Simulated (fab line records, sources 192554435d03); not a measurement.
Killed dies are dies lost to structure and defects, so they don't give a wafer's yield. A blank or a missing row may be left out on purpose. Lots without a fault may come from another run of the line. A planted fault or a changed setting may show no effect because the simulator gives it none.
Chamber matching | flow n5_finfet | N5_BEOL_M0_TRENCH_ETCH_107 on rie_diel-04: 4 sister chambers
The step etches SiOC in C4F6/O2, target depth 32.8 nm, time 16.4 s. 4 wafers are shown with their chamber, then 7 later ones without.

WAFERS WITH THEIR CHAMBER
wafer  | chamber | rf_vpp_V (V)
L075.2 | 1       | 643
L089.1 | 3       | 661
L089.3 | 2       | 654
L091.5 | 0       | 679

WAFERS WITHOUT THEIR CHAMBER
wafer  | rf_vpp_V (V)
L091.6 | 661
L094.1 | 660
L094.5 | 679
L094.6 | 653
L095.2 | 653
L095.3 | 642
L095.5 | 643

WHICH CHAMBER EACH WENT THROUGH
wafer  | from the rows above | in truth
L091.6 | 3                   | 3
L094.1 | 3                   | 3
L094.5 | 0                   | 0
L094.6 | 2                   | 2
L095.2 | 2                   | 2
L095.3 | 1                   | 1
L095.5 | 1                   | 1
Placed correctly: 7 of 7. Can't be placed from these rows: 0. Placed wrongly: 0.
How it was worked out, from the rows above alone: a wafer's distance from a chamber is the root of the sum, over the readings, of the square of ((its reading less the chamber's mean) divided by the reading's scatter). The wafer belongs to the nearest chamber; if the next one is less than 2 further off, it can't be placed. A chamber's mean is the mean of its shown wafers. The scatter: with one shown wafer a chamber, the root of the mean of the squares of how far each hidden wafer lies from its nearest shown one.
